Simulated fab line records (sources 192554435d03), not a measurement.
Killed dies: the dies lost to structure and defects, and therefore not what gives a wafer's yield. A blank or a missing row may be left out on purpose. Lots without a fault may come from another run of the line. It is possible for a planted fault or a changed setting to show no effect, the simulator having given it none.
Split-lot study ; flow n5 finfet ; 7 lots, 21 wafers read, on a route of 1938 steps

== SPLIT DETAILS ==
At N5_BEOL_M4_COAT_67 (time 60 s, resist thk 60 nm), the setting spin rpm was moved away from the recipe's 1500 rpm on 8 of the 21 wafers read, by -8.2% to +11.1%. The other wafers ran this setting at the recipe's value.

== FROM THE SPLIT TO THE READING: what the file shows between them, 7 steps ==
- N5_BEOL_M4_COAT_68: time 60 s, resist thk 12 nm
- N5_BEOL_M4_COAT_76: time 60 s, resist thk 5 nm
- N5_BEOL_M4_ALD_98: deposits SiO2, target thk 2.5 nm, pulse time 1 s, co reactant pulse time 1 s
- N5_BEOL_M4_ETCHBACK_99: etches SiO2 in CHF3, target depth 5 nm, time 10.4 s
- N5_BEOL_M4_ETCH_70: etches SOC in N2/H2, target depth 80 nm, overetch 24 nm, time 130 s
- N5_BEOL_M4_STRIP_71: strips in N2/H2
- N5_BEOL_M4_STRIP_78: strips in N2/H2

== THE READING ==
SOC_of_BEOL_M4_COAT_67.thk nm (the simulator's own value, which no gauge read), in nm, at N5_BEOL_M4_VIA_ETCH_34 (etches the open film in C4F6/O2, target depth 69.4 nm, time 65.9 s). No usual value for it is given in the file. Across the 13 wafers here that went through the recipe, the average is 52.0 nm and the standard deviation 0.18 nm.

wafer;tool, chamber at the split;spin rpm as run, rpm;against the recipe;SOC_of_BEOL_M4_COAT_67.thk nm, nm;against lot-mates on the recipe
L077.2;litho track-01, 0;1500;recipe;52.2;-
L077.6;litho track-01, 0;1500;recipe;52.2;-
L077.4;litho track-01, 0;1500;recipe;51.8;-
L081.1;litho track-03, 0;1500;recipe;51.8;-
L081.2;litho track-03, 0;1500;recipe;52;-
L081.3;litho track-03, 0;1500;recipe;51.6;-
L087.1;litho track-04, 0;1667;+11.1%;49;no lot-mate on the recipe
L087.3;litho track-04, 0;1667;+11.1%;49;no lot-mate on the recipe
L087.6;litho track-04, 0;1667;+11.1%;48.8;no lot-mate on the recipe
L088.3;litho track-04, 0;1500;recipe;51.8;-
L088.4;litho track-04, 0;1377;-8.2%;54.6;+2.8
L088.5;litho track-04, 0;1377;-8.2%;54.6;+2.8
L089.2;litho track-03, 0;1500;recipe;52;-
L089.3;litho track-03, 0;1500;recipe;52;-
L089.4;litho track-03, 0;1500;recipe;52.2;-
L094.2;litho track-04, 0;1637;+9.1%;49.4;-2.7
L094.5;litho track-04, 0;1500;recipe;52;-
L094.6;litho track-04, 0;1500;recipe;52.2;-
L097.1;litho track-03, 0;1434;-4.4%;53.2;+1.2
L097.3;litho track-03, 0;1434;-4.4%;53.2;+1.2
L097.2;litho track-03, 0;1500;recipe;52;-

THE FIT
A straight line over all 21 wafers: SOC_of_BEOL_M4_COAT_67.thk nm changes by -0.286 nm for each +1% of spin rpm; r = -0.99; the points scatter about the line by 0.18 nm.
The same after taking each lot's own level away (the mean of its wafers on the recipe; 18 wafers): -0.315 nm for each +1%; r = -0.99; scatter 0.16 nm.
On that fit, the largest move of spin rpm shifts the reading by 3.5 nm.
Measured against the standard deviation above, the lots' own levels, which go from 51.80 to 52.10 nm, span 1.6 times it.
Consequently the slope shifts little with the lot-to-lot level, the two slopes agreeing.
Check: -3.02 nm against its lot-mates is what the line predicts for one of the wafers moved furthest among these (+9.1%) when that wafer is left out of the fit. Against them it came out at -2.7 nm.

== THE OTHER SPLITS THESE WAFERS WENT THROUGH ==
Other splits were also applied to these wafers ahead of the reading. Each is held against what the fit with the lots' levels taken away leaves over:
other split on the same wafers;wafers away from the commonest value;r with SOC_of_BEOL_M4_COAT_67.thk nm (lot level and that fit taken away)
N5_BEOL_M1_COAT_05 spin rpm;8;-0.19
N5_BEOL_M3_COAT_67 spin rpm;9;-0.01
N5_BEOL_M3_EXPOSE_25 dose mj;5;+0.45
N5_BEOL_M4_ETCH_64 bias w;5;+0.13

== THE WHOLE CHAIN: every reading that the file lists as answering this split, in the file's order ==
step;what it does;reading;change (the file's fit);r (the file's)
N5_BEOL_M4_COAT_67;time 60 s, resist thk 60 nm;SOC_of_BEOL_M4_COAT_67.thk nm (the simulator's own value, which no gauge read);-0.293 nm for each +1% of the setting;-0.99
N5_BEOL_M4_ETCH_70;etches SOC in N2/H2, target depth 80 nm, overetch 24 nm, time 130 s;etch.depth nm (the simulator's own value, which no gauge read);-0.3 nm for each +1% of the setting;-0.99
N5_BEOL_M4_VIA_ETCH_34;etches the open film in C4F6/O2, target depth 69.4 nm, time 65.9 s;SOC_of_BEOL_M4_COAT_67.thk nm (the simulator's own value, which no gauge read);-0.311 nm for each +1% of the setting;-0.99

== FILE'S OWN FIT ==
SOC_of_BEOL_M4_COAT_67.thk nm changes by -0.311 nm for each +1% of spin rpm, r = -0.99.
